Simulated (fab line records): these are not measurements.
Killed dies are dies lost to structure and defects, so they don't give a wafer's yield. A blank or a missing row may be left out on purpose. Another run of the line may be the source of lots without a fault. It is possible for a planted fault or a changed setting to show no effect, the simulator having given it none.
fab line records | flow n5_finfet
[record] lots = 12 | wafers = 36 | last_day = 17
route steps=1938 shown BEOL_M8@1388 BEOL_M9@1401 PASSIVATION@1936
lots that met no fault: from a run of the same line without faults
start_h: hours from the record's opening day to when the first of the lot's shown wafers began | wait_h: time in hours since the lot's previous step | " same as the row above | L1.1+2: one row covering several wafers at once | - no value, or no start given | * or withheld: withheld | < > ~ a bound
route shown NAME@n: a module of which the file shows steps, and the number in the route of the first | usual: mean and standard deviation over wafers with no fault | same: alike in all rows | chamber/n: place in a boat | sites: per-site readings | _std_site: their standard deviation | _edge_site: the outer-site mean with the inner-site mean subtracted | radius_mm: for every site, how far away it sits from the centre of the wafer | mask NAME#n: copy n | behind: the last tool/chamber to shape the wafer | hold: cause of the lot's hold/its duration in hours/its outcome | device: which transistor (n, p or np) failed to switch | end of line: at the end of the route, the tests of the same wafers | for a step that has no rows: nothing shown but its recipe | killed: not the wafer's yield, but the dies lost to structure and defects at the first sort | map: a wafer's dies, x killed, . not, _ none there
set.NAME: setting as actually run; set.NAME@STEP: the setting as run at that earlier step | model.NAME: the simulator's own value behind a step, which no gauge read
a sample of lots followed through the steps of the route, with each step as a table and each wafer as a row
services: from which hour (start_h, from the record's first day; less than 0 if before it) a tool's chamber was out of use, for how many hours, and why
[[steps]]
[step N5_BEOL_M8_PRE_CLEAN_45]
[recipe] gas = H2/He | time_s = 30 | temp_c = 250
[usual] heater_power_w = 329/25
[same] time_s = 30
lot.wafer | tool           | chamber | start_h | wait_h | heater_power_w
L262.1    | pvd_sputter-01 | -       | 197.92  | 0.0    | 326
L262.2    | "              | -       | "       | "      | 308
L262.5    | "              | -       | "       | "      | 315
L263.1    | pvd_sputter-01 | -       | 206.24  | 0.0    | 302
L263.2    | "              | -       | "       | "      | 358
L263.3    | "              | -       | "       | "      | 327
L265.2    | pvd_sputter-02 | -       | 211.84  | 0.0    | 298
L265.3    | "              | -       | "       | "      | 307
L265.5    | "              | -       | "       | "      | 354
L266.2    | pvd_sputter-03 | -       | 221.17  | 0.0    | 311
L266.3    | "              | -       | "       | "      | 379
L266.6    | "              | -       | "       | "      | 374
L267.1    | pvd_sputter-01 | -       | 232.08  | 0.0    | 310
L267.4    | "              | -       | "       | "      | 347
L267.6    | "              | -       | "       | "      | 314
L268.4    | pvd_sputter-03 | -       | 232.46  | 0.0    | 343
L268.5    | "              | -       | "       | "      | 356
L268.6    | "              | -       | "       | "      | 312
L270.1    | pvd_sputter-02 | -       | 253.42  | 0.0    | 300
L270.2    | "              | -       | "       | "      | 369
L270.6    | "              | -       | "       | "      | 305
L271.2    | pvd_sputter-02 | -       | 253.82  | 0.0    | 304
L271.4    | "              | -       | "       | "      | 310
L271.6    | "              | -       | "       | "      | 307
L281.1    | pvd_sputter-03 | -       | 336.95  | 0.0    | 380
L281.4    | "              | -       | "       | "      | 310
L281.6    | "              | -       | "       | "      | 350
L282.1    | pvd_sputter-02 | -       | 340.81  | 0.0    | 355
L282.2    | "              | -       | "       | "      | 309
L282.6    | "              | -       | "       | "      | 304
L285.1    | pvd_sputter-03 | -       | 344.93  | 0.0    | 365
L285.2    | "              | -       | "       | "      | 361
L285.3    | "              | -       | "       | "      | 306
L284.1    | pvd_sputter-02 | -       | 347.80  | 0.0    | 350
L284.4    | "              | -       | "       | "      | 305
L284.6    | "              | -       | "       | "      | 306
[step N5_BEOL_M8_THK_MEAS_53]
[recipe] thk_meas_gauge = xrf | reads = Cu_of_BEOL_M8_ECD_50
[usual] M8_THK = 81.0/2.3
lot.wafer | tool          | chamber | start_h | wait_h | M8_THK[nm]
L262.1    | film_metro-01 | -       | 199.38  | -      | 79.9
L262.2    | "             | -       | "       | "      | 79.7
L262.5    | "             | -       | "       | "      | 81.1
L263.1    | film_metro-01 | -       | 207.82  | -      | 79.2
L263.2    | "             | -       | "       | "      | 78.2
L263.3    | "             | -       | "       | "      | 80.4
L265.2    | film_metro-01 | -       | 213.86  | -      | 78.6
L265.3    | "             | -       | "       | "      | 80.6
L265.5    | "             | -       | "       | "      | 80.8
L266.2    | film_metro-02 | -       | 223.31  | -      | 77.3
L266.3    | "             | -       | "       | "      | 78.9
L266.6    | "             | -       | "       | "      | 77.0
L267.1    | film_metro-01 | -       | 234.01  | -      | 79.1
L267.4    | "             | -       | "       | "      | 79.5
L267.6    | "             | -       | "       | "      | 78.2
L268.4    | film_metro-02 | -       | 235.53  | -      | 79.4
L268.5    | "             | -       | "       | "      | 82.9
L268.6    | "             | -       | "       | "      | 77.0
L270.1    | film_metro-02 | -       | 255.02  | -      | 83.0
L270.2    | "             | -       | "       | "      | 79.5
L270.6    | "             | -       | "       | "      | 82.6
L271.2    | film_metro-02 | -       | 255.68  | -      | 77.8
L271.4    | "             | -       | "       | "      | 82.0
L271.6    | "             | -       | "       | "      | 78.7
L281.1    | film_metro-01 | -       | 338.34  | -      | 80.4
L281.4    | "             | -       | "       | "      | 82.5
L281.6    | "             | -       | "       | "      | 81.2
L282.1    | film_metro-01 | -       | 342.61  | -      | 85.8
L282.2    | "             | -       | "       | "      | 84.2
L282.6    | "             | -       | "       | "      | 80.8
L285.1    | film_metro-02 | -       | 346.84  | -      | 80.4
L285.2    | "             | -       | "       | "      | 82.3
L285.3    | "             | -       | "       | "      | 78.0
L284.1    | film_metro-01 | -       | 349.56  | -      | 79.7
L284.4    | "             | -       | "       | "      | 83.4
L284.6    | "             | -       | "       | "      | 83.2
[step N5_BEOL_M8_DEP_56]
[recipe] material = SiCN | target_thk_a = 100 | temp_c = withheld | precursor = 3MS/NH3 | pressure_torr = 3 | rf_w = 202 | time_s = 17.5
[usual] showerhead_plenum_p_Torr = 3.663/0.014 | throttle_valve_pct = 9.0/0.37
[same] time_s = 17.5
lot.wafer | tool     | chamber | start_h | wait_h | showerhead_plenum_p_Torr | throttle_valve_pct
L262.1    | pecvd-03 | 2       | 199.44  | 0.0    | 3.666                    | 8.5
L262.2    | "        | 0       | "       | "      | 3.685                    | 8.8
L262.5    | "        | 0       | "       | "      | 3.684                    | 8.9
L263.1    | pecvd-03 | 0       | 207.90  | 0.0    | 3.685                    | 8.6
L263.2    | "        | 1       | "       | "      | 3.643                    | 9.5
L263.3    | "        | 1       | "       | "      | 3.644                    | 9.1
L265.2    | pecvd-01 | 2       | 213.92  | 0.0    | 3.671                    | 8.7
L265.3    | "        | 0       | "       | "      | 3.660                    | 9.2
L265.5    | "        | 1       | "       | "      | 3.668                    | 9.2
L266.2    | pecvd-03 | 1       | 223.38  | 0.0    | 3.652                    | 9.7
L266.3    | "        | 1       | "       | "      | 3.653                    | 9.5
L266.6    | "        | 0       | "       | "      | 3.682                    | 8.9
L267.1    | pecvd-03 | 0       | 234.07  | 0.0    | 3.688                    | 8.9
L267.4    | "        | 0       | "       | "      | 3.681                    | 8.9
L267.6    | "        | 1       | "       | "      | 3.664                    | 9.1
L268.4    | pecvd-03 | 1       | 235.61  | 0.0    | 3.658                    | 9.6
L268.5    | "        | 2       | "       | "      | 3.675                    | 8.1
L268.6    | "        | 0       | "       | "      | 3.686                    | 8.8
L270.1    | pecvd-01 | 1       | 255.08  | 0.0    | 3.666                    | 9.3
L270.2    | "        | 2       | "       | "      | 3.669                    | 8.6
L270.6    | "        | 1       | "       | "      | 3.668                    | 9.2
L271.2    | pecvd-04 | 0       | 255.74  | 0.0    | 3.666                    | 8.5
L271.4    | "        | 1       | "       | "      | 3.674                    | 8.6
L271.6    | "        | 2       | "       | "      | 3.620                    | 8.6
L281.1    | pecvd-01 | 1       | 338.42  | 0.0    | 3.670                    | 9.4
L281.4    | "        | 1       | "       | "      | 3.662                    | 9.2
L281.6    | "        | 1       | "       | "      | 3.655                    | 9.5
L282.1    | pecvd-01 | 2       | 342.68  | 0.0    | 3.672                    | 8.9
L282.2    | "        | 0       | "       | "      | 3.657                    | 9.0
L282.6    | "        | 1       | "       | "      | 3.666                    | 9.5
L285.1    | pecvd-04 | 1       | 346.90  | 0.0    | 3.673                    | 8.7
L285.2    | "        | 2       | "       | "      | 3.636                    | 8.6
L285.3    | "        | 0       | "       | "      | 3.678                    | 8.9
L284.1    | pecvd-01 | 0       | 349.62  | 0.0    | 3.666                    | 9.2
L284.4    | "        | 2       | "       | "      | 3.663                    | 9.0
L284.6    | "        | 1       | "       | "      | 3.661                    | 9.5
[step N5_BEOL_M9_ILD_DEP_00]
[recipe] material = SiCOH_lowk | target_thk_a = 3085.1 | temp_c = 300 | precursor = DEMS/porogen | pressure_torr = 5 | rf_w = 500 | time_s = 58
[usual] heater_power_w = 306/80 | showerhead_plenum_p_Torr = 5.742/0.018 | susceptor_temp_C = 300.00/0.18 | throttle_valve_pct = 13.5/0.77
[same] time_s = 58
lot.wafer | tool     | chamber | start_h | wait_h | heater_power_w | showerhead_plenum_p_Torr | susceptor_temp_C | throttle_valve_pct
L262.1    | pecvd-02 | 1       | 199.58  | 0.0    | 305            | 5.746                    | 299.85           | 14.4
L262.2    | "        | 0       | "       | "      | 252            | 5.763                    | 300.21           | 13.9
L262.5    | "        | 0       | "       | "      | 249            | 5.764                    | 300.07           | 13.9
L263.1    | pecvd-02 | 2       | 208.05  | 0.0    | 392            | 5.739                    | 300.09           | 12.3
L263.2    | "        | 0       | "       | "      | 244            | 5.756                    | 299.92           | 13.8
L263.3    | "        | 1       | "       | "      | 284            | 5.747                    | 300.04           | 14.4
L265.2    | pecvd-03 | 1       | 214.05  | 0.0    | 446            | 5.718                    | 299.93           | 14.6
L265.3    | "        | 0       | "       | "      | 278            | 5.761                    | 299.75           | 13.4
L265.5    | "        | 1       | "       | "      | 445            | 5.706                    | 300.18           | 14.5
L266.2    | pecvd-02 | 0       | 223.53  | 0.0    | 214            | 5.762                    | 300.24           | 13.8
L266.3    | "        | 1       | "       | "      | 261            | 5.736                    | 300.23           | 14.2
L266.6    | "        | 1       | "       | "      | 269            | 5.739                    | 299.91           | 14.3
L267.1    | pecvd-03 | 0       | 234.20  | 0.0    | 279            | 5.761                    | 300.35           | 13.3
L267.4    | "        | 2       | "       | "      | 345            | 5.738                    | 299.95           | 12.3
L267.6    | "        | 0       | "       | "      | 290            | 5.772                    | 299.77           | 13.6
L268.4    | pecvd-02 | 2       | 235.75  | 0.1    | 392            | 5.742                    | 300.03           | 12.4
L268.5    | "        | 0       | "       | "      | 219            | 5.761                    | 300.11           | 13.7
L268.6    | "        | 1       | "       | "      | 271            | 5.749                    | 299.97           | 14.5
L270.1    | pecvd-03 | 1       | 255.21  | 0.0    | 407            | 5.725                    | 298.58           | 14.4
L270.2    | "        | 0       | "       | "      | 281            | 5.760                    | 300.41           | 13.7
L270.6    | "        | 2       | "       | "      | 338            | 5.728                    | 299.96           | 12.1
L271.2    | pecvd-03 | 1       | 255.87  | 0.0    | 437            | 5.733                    | 298.72           | 14.4
L271.4    | "        | 1       | "       | "      | 357            | 5.728                    | 298.85           | 14.6
L271.6    | "        | 0       | "       | "      | 277            | 5.766                    | 300.01           | 13.6
L281.1    | pecvd-02 | 0       | 338.57  | 0.0    | 235            | 5.751                    | 300.00           | 13.7
L281.4    | "        | 1       | "       | "      | 270            | 5.738                    | 300.26           | 14.3
L281.6    | "        | 0       | "       | "      | 238            | 5.741                    | 300.00           | 13.8
L282.1    | pecvd-03 | 0       | 342.81  | 0.0    | 255            | 5.762                    | 300.08           | 13.7
L282.2    | "        | 2       | "       | "      | 295            | 5.723                    | 299.82           | 12.4
L282.6    | "        | 0       | "       | "      | 276            | 5.758                    | 300.18           | 13.4
L285.1    | pecvd-02 | 1       | 347.03  | 0.0    | 274            | 5.744                    | 300.25           | 14.4
L285.2    | "        | 2       | "       | "      | 416            | 5.751                    | 299.71           | 12.3
L285.3    | "        | 0       | "       | "      | 219            | 5.759                    | 300.19           | 14.4
L284.1    | pecvd-03 | 2       | 349.76  | 0.0    | 365            | 5.732                    | 300.05           | 12.1
L284.4    | "        | 2       | "       | "      | 363            | 5.731                    | 300.17           | 12.5
L284.6    | "        | 1       | "       | "      | 416            | 5.718                    | 300.01           | 14.5
[step N5_PASSIVATION_PROBE_49]
[usual] defect_limited_yield = 91.1/1.4 | killed_at_M0_to_M3 = 34/11 | killed_at_M4_up = 14/5.7 | killed_at_contacts = 14/6.9 | killed_at_front_end = 40/11 | killed_at_other = 4/3.1 | killed_dies = 105/17 | killed_open = 70/13 | killed_short = 34/7.6 | sort_bin_5_function = 5.3/0.95 | sort_bin_6_memory = 3.3/0.64 | sort_n_pass = 1075/17 | sort_yield_pct = 91.1/1.4
[same] gross_dies = 1180 | killed_at_back_side = 0 | sort_bin_4_leakage[%] = 0 | sort_bin_8_speed[%] = 0
lot.wafer | tool      | chamber | start_h | wait_h | defect_limited_yield[%] | killed_at_M0_to_M3 | killed_at_M4_up | killed_at_contacts | killed_at_front_end | killed_at_other | killed_dies | killed_open | killed_short | sort_bin_5_function[%] | sort_bin_6_memory[%] | sort_n_pass | sort_yield_pct[%]
L263.1    | prober-02 | -       | 278.40  | 0.0    | 90.0                    | 17                 | 20              | 24                 | 53                  | 4               | 118         | 86          | 30           | 5.7                    | 4.2                  | 1062        | 90.0
L263.2    | prober-02 | -       | 278.45  | 0.1    | 93.1                    | 20                 | 9               | 17                 | 35                  | 0               | 81          | 51          | 28           | 4.5                    | 2.1                  | 1099        | 93.1
L263.3    | prober-02 | -       | 278.50  | 0.1    | 91.4                    | 43                 | 7               | 11                 | 40                  | 1               | 102         | 62          | 38           | 4.5                    | 3.6                  | 1078        | 91.4
L265.2    | prober-01 | -       | 284.88  | 0.1    | 89.8                    | 48                 | 16              | 7                  | 48                  | 1               | 120         | 77          | 38           | 6.4                    | 3.1                  | 1060        | 89.8
L265.3    | prober-01 | -       | 284.93  | 0.1    | 90.3                    | 57                 | 20              | 3                  | 31                  | 4               | 115         | 73          | 39           | 5.7                    | 3.6                  | 1065        | 90.3
L265.5    | prober-01 | -       | 285.03  | 0.2    | 91.3                    | 35                 | 21              | 4                  | 42                  | 1               | 103         | 69          | 30           | 4.7                    | 4.1                  | 1077        | 91.3
L267.1    | prober-01 | -       | 310.99  | 0.0    | 93.7                    | 19                 | 11              | 17                 | 16                  | 11              | 74          | 52          | 22           | 4.0                    | 2.1                  | 1106        | 93.7
L267.4    | prober-01 | -       | 311.14  | 0.2    | 91.5                    | 36                 | 13              | 11                 | 36                  | 4               | 100         | 65          | 35           | 5.5                    | 2.7                  | 1080        | 91.5
L267.6    | prober-01 | -       | 311.24  | 0.3    | 92.2                    | 36                 | 15              | 11                 | 26                  | 4               | 92          | 59          | 33           | 5.8                    | 1.9                  | 1088        | 92.2
L270.1    | prober-02 | -       | 330.35  | 0.0    | 90.8                    | 26                 | 15              | 12                 | 47                  | 8               | 108         | 72          | 36           | 5.8                    | 3.1                  | 1072        | 90.8
L270.2    | prober-02 | -       | 330.40  | 0.1    | 90.3                    | 38                 | 8               | 17                 | 47                  | 5               | 115         | 79          | 36           | 5.6                    | 3.9                  | 1065        | 90.3
L270.6    | prober-02 | -       | 330.60  | 0.3    | 89.4                    | 42                 | 11              | 22                 | 39                  | 11              | 125         | 88          | 36           | 6.1                    | 3.9                  | 1055        | 89.4
L271.2    | prober-02 | -       | 331.62  | 0.1    | 87.6                    | 44                 | 17              | 35                 | 44                  | 6               | 146         | 118         | 27           | 7.5                    | 4.5                  | 1034        | 87.6
L271.4    | prober-02 | -       | 331.72  | 0.2    | 90.0                    | 33                 | 13              | 29                 | 40                  | 3               | 118         | 74          | 43           | 6.3                    | 3.6                  | 1062        | 90.0
L271.6    | prober-02 | -       | 331.82  | 0.3    | 90.6                    | 37                 | 13              | 11                 | 42                  | 8               | 111         | 85          | 26           | 6.2                    | 3.2                  | 1069        | 90.6
L281.1    | prober-01 | -       | 403.27  | 0.0    | 93.3                    | 24                 | 10              | 13                 | 28                  | 4               | 79          | 49          | 30           | 4.7                    | 1.7                  | 1101        | 93.3
L281.4    | prober-01 | -       | 403.42  | 0.2    | 92.2                    | 36                 | 15              | 10                 | 29                  | 2               | 92          | 59          | 33           | 4.6                    | 3.0                  | 1088        | 92.2
L281.6    | prober-01 | -       | 403.52  | 0.3    | 89.9                    | 55                 | 13              | 16                 | 33                  | 2               | 119         | 84          | 35           | 5.5                    | 4.2                  | 1061        | 89.9
L284.1    | prober-01 | -       | 413.92  | 0.0    | 91.4                    | 27                 | 21              | 12                 | 42                  | 0               | 102         | 70          | 31           | 5.0                    | 3.4                  | 1078        | 91.4
L284.4    | prober-01 | -       | 414.07  | 0.2    | 90.9                    | 37                 | 8               | 21                 | 38                  | 3               | 107         | 75          | 32           | 5.0                    | 3.8                  | 1073        | 90.9
L284.6    | prober-01 | -       | 414.17  | 0.3    | 92.6                    | 44                 | 9               | 19                 | 14                  | 1               | 87          | 58          | 29           | 4.0                    | 3.1                  | 1093        | 92.6
// killed by level:class
L263.1 MOL_CONTACT_COAG:geometric_particle:open=19 FIN_SAQP:geometric_particle:short=11 DUMMY_GATE:geometric_particle:open=11 STI_FIN_REVEAL:geometric_particle:open=10 FIN_SAQP:geometric_particle:open=9 BEOL_M1:geometric_particle:open=8 BEOL_M4:geometric_particle:open=7 MOL_CONTACT_COAG:geometric_particle:short=5
L263.2 MOL_CONTACT_COAG:geometric_particle:open=13 FIN_SAQP:geometric_particle:short=7 BEOL_M0_SAQP:geometric_particle:open=7 BEOL_M0_SAQP:geometric_particle:short=6 STARTING-WAFER:geometric_particle:open=6 DUMMY_GATE:geometric_particle:open=4 GATE_CUT:geometric_particle:short=4 MOL_CONTACT_COAG:geometric_particle:short=4
L263.3 FIN_SAQP:geometric_particle:open=12 BEOL_M2:geometric_particle:short=10 BEOL_M2:geometric_particle:open=7 FIN_SAQP:geometric_particle:short=6 BEOL_M0_SAQP:geometric_particle:short=6 MOL_CONTACT_COAG:geometric_particle:open=6 BEOL_M1:geometric_particle:open=6 BEOL_M4:geometric_particle:open=6
L265.2 FIN_SAQP:geometric_particle:open=15 BEOL_M0_SAQP:geometric_particle:short=12 FIN_SAQP:geometric_particle:short=9 DUMMY_GATE:geometric_particle:open=9 BEOL_M1:geometric_particle:open=7 BEOL_M0_SAQP:geometric_particle:open=7 BEOL_M0:geometric_particle:open=7 BEOL_M3:geometric_particle:open=6
L265.3 BEOL_M0_SAQP:geometric_particle:short=15 BEOL_M0_SAQP:geometric_particle:open=12 BEOL_M3:geometric_particle:open=9 FIN_SAQP:geometric_particle:open=8 BEOL_M4:geometric_particle:open=8 DUMMY_GATE:geometric_particle:open=8 BEOL_M1:geometric_particle:open=8 BEOL_M4:geometric_particle:short=6
L265.5 FIN_SAQP:geometric_particle:open=13 BEOL_M0_SAQP:geometric_particle:open=11 BEOL_M4:geometric_particle:open=10 STI_FIN_REVEAL:geometric_particle:open=9 FIN_SAQP:geometric_particle:short=6 BEOL_M1:geometric_particle:open=6 DUMMY_GATE:geometric_particle:open=5 BEOL_M0_SAQP:geometric_particle:short=5
L267.1 MOL_CONTACT_COAG:geometric_particle:open=13 BEOL_M3:geometric_particle:open=10 MIM_BOT:geometric_particle:short=6 DUMMY_GATE:geometric_particle:open=4 MOL_CONTACT_COAG:geometric_particle:short=4 STARTING-WAFER:geometric_particle:short=4 BEOL_M0_SAQP:geometric_particle:open=3 BEOL_M2:geometric_particle:open=3
L267.4 BEOL_M0_SAQP:geometric_particle:short=12 BEOL_M3:geometric_particle:open=11 FIN_SAQP:geometric_particle:open=9 MOL_CONTACT_COAG:geometric_particle:open=9 BEOL_M0_SAQP:geometric_particle:open=5 BEOL_M4:geometric_particle:open=4 FIN_SAQP:geometric_particle:short=4 GATE_CUT:geometric_particle:short=4
L267.6 BEOL_M0_SAQP:geometric_particle:open=9 BEOL_M3:geometric_particle:open=9 BEOL_M0_SAQP:geometric_particle:short=7 BEOL_M4:geometric_particle:open=7 MOL_CONTACT_COAG:geometric_particle:open=6 GATE_CUT:geometric_particle:short=5 MOL_CONTACT_COAG:geometric_particle:short=5 BEOL_M2:geometric_particle:open=4
L270.1 STI_FIN_REVEAL:geometric_particle:open=14 MOL_CONTACT_COAG:geometric_particle:open=10 BEOL_M0_SAQP:geometric_particle:open=9 BEOL_M4:geometric_particle:open=8 FIN_SAQP:geometric_particle:open=7 FIN_SAQP:geometric_particle:short=7 BEOL_M2:geometric_particle:open=5 ILD0:geometric_particle:short=4
L270.2 MOL_CONTACT_COAG:geometric_particle:open=13 BEOL_M3:geometric_particle:open=12 STI_FIN_REVEAL:geometric_particle:open=11 BEOL_M2:geometric_particle:open=10 FIN_SAQP:geometric_particle:open=7 BEOL_M0_SAQP:geometric_particle:short=6 DUMMY_GATE:geometric_particle:open=5 GATE_CUT:geometric_particle:short=5
L270.6 MOL_CONTACT_COAG:geometric_particle:open=17 BEOL_M0:geometric_particle:open=12 STI_FIN_REVEAL:geometric_particle:open=11 BEOL_M1:geometric_particle:open=7 BEOL_M2:geometric_particle:open=7 MIM_TOP_ETCH:geometric_particle:open=6 STI_FIN_REVEAL:geometric_particle:short=5 MOL_CONTACT_COAG:geometric_particle:short=5
L271.2 MOL_CONTACT_COAG:geometric_particle:open=31 FIN_SAQP:geometric_particle:open=15 BEOL_M1:geometric_particle:open=14 BEOL_M4:geometric_particle:open=10 BEOL_M2:geometric_particle:open=9 BEOL_M3:geometric_particle:open=7 FIN_SAQP:geometric_particle:short=6 DUMMY_GATE:geometric_particle:open=6
L271.4 MOL_CONTACT_COAG:geometric_particle:open=22 BEOL_M2:geometric_particle:open=13 FIN_SAQP:geometric_particle:open=8 MOL_CONTACT_COAG:geometric_particle:short=7 FIN_SAQP:geometric_particle:short=6 DUMMY_GATE:geometric_particle:open=6 BEOL_M0_SAQP:geometric_particle:short=5 BEOL_M4:geometric_particle:open=4
L271.6 BEOL_M2:geometric_particle:open=16 BEOL_M1:geometric_particle:open=11 STI_FIN_REVEAL:geometric_particle:open=9 MOL_CONTACT_COAG:geometric_particle:open=9 DUMMY_GATE:geometric_particle:open=6 FIN_SAQP:geometric_particle:open=5 STI_FIN_REVEAL:geometric_particle:short=5 BEOL_M4:geometric_particle:open=5
L281.1 MOL_CONTACT_COAG:geometric_particle:open=10 FIN_SAQP:geometric_particle:open=7 BEOL_M0_SAQP:geometric_particle:open=7 STI_FIN_REVEAL:geometric_particle:open=6 BEOL_M0_SAQP:geometric_particle:short=5 FIN_SAQP:geometric_particle:short=4 BEOL_M3:geometric_particle:open=4 GATE_CUT:geometric_particle:short=3
L281.4 BEOL_M0_SAQP:geometric_particle:open=10 STI_FIN_REVEAL:geometric_particle:open=8 MOL_CONTACT_COAG:geometric_particle:open=8 BEOL_M2:geometric_particle:open=7 BEOL_M3:geometric_particle:open=7 FIN_SAQP:geometric_particle:short=5 GATE_CUT:geometric_particle:short=4 BEOL_M0_SAQP:geometric_particle:short=4
L281.6 STI_FIN_REVEAL:geometric_particle:open=13 MOL_CONTACT_COAG:geometric_particle:open=12 BEOL_M0_SAQP:geometric_particle:open=12 BEOL_M0_SAQP:geometric_particle:short=10 BEOL_M0:geometric_particle:open=9 BEOL_M3:geometric_particle:open=6 BEOL_M2:geometric_particle:open=5 FIN_SAQP:geometric_particle:open=4
L284.1 MOL_CONTACT_COAG:geometric_particle:open=11 STI_FIN_REVEAL:geometric_particle:open=10 GATE_CUT:geometric_particle:short=8 BEOL_M4:geometric_particle:open=6 BEOL_M0_SAQP:geometric_particle:open=6 FIN_SAQP:geometric_particle:open=5 BEOL_M0_SAQP:geometric_particle:short=5 BEOL_M4:geometric_particle:short=5
L284.4 MOL_CONTACT_COAG:geometric_particle:open=17 BEOL_M2:geometric_particle:open=10 STI_FIN_REVEAL:geometric_particle:open=7 BEOL_M0_SAQP:geometric_particle:short=7 FIN_SAQP:geometric_particle:open=6 BEOL_M0_SAQP:geometric_particle:open=6 BEOL_M1:geometric_particle:open=6 GATE_CUT:geometric_particle:short=5
L284.6 MOL_CONTACT_COAG:geometric_particle:open=13 BEOL_M2:geometric_particle:open=12 BEOL_M0_SAQP:geometric_particle:open=9 BEOL_M0_SAQP:geometric_particle:short=9 MOL_CONTACT_COAG:geometric_particle:short=6 BEOL_M4:geometric_particle:open=5 FIN_SAQP:geometric_particle:open=3 BEOL_M0:geometric_particle:open=3
[[services]]
tool           | chamber | start_h | hours | kind
pecvd-03       | 0       | 179.45  | 4.6   | repair
pecvd-03       | 2       | 202.38  | -     | clean
pecvd-03       | 2       | 202.38  | -     | consumable_replace:showerhead
pecvd-03       | 2       | 202.38  | 29.0  | scheduled_down
pecvd-03       | 2       | 202.38  | 29.0  | vent_cycle
pecvd-04       | -       | 217.39  | 1.0   | repair
pecvd-01       | 1       | 221.11  | 2.1   | scheduled_down
pecvd-02       | 0       | 227.39  | 2.1   | scheduled_down
pvd_sputter-03 | -       | 235.09  | 39.9  | repair
pecvd-01       | -       | 245.54  | 0.4   | repair
pecvd-02       | 2       | 257.54  | 8.1   | repair
pecvd-02       | -       | 258.78  | 6.9   | repair
pecvd-02       | -       | 276.17  | 1.1   | repair
pecvd-03       | 2       | 276.37  | 5.0   | scheduled_down
pecvd-04       | 1       | 293.87  | 2.1   | scheduled_down
pecvd-03       | -       | 307.04  | 2.8   | pm
pecvd-02       | -       | 308.00  | 1.4   | repair
pecvd-04       | 0       | 323.42  | 2.1   | scheduled_down
pecvd-03       | 1       | 325.94  | 2.1   | scheduled_down
pecvd-01       | 0       | 333.16  | 5.5   | scheduled_down
pecvd-03       | 0       | 340.35  | 2.1   | scheduled_down
pecvd-03       | 1       | 342.48  | 5.0   | scheduled_down
[[key]]
[first_sign] step = N5_BEOL_M9_ILD_DEP_00 | reading = susceptor_temp_C | direction = down | sigmas = 7.2 | usual = * | struck = *
effect none on later readings
met_at N5_BEOL_M9_ILD_DEP_00
struck_lots L270,L271
struck_wafers L270.1,L271.2,L271.4
not_acting_at N5_BEOL_M8_PRE_CLEAN_45,N5_BEOL_M8_THK_MEAS_53,N5_BEOL_M8_DEP_56
onset_between 214.05 255.21
[fault] kind = process_parameter_drift | tool = pecvd-03 | chamber = 1 | onset_h = 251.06 | steps = N5_BEOL_M9_ILD_DEP_00 | channel = temp_c | offset = * | shape = step | end_h = 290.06 | acts_in = * | stated = *
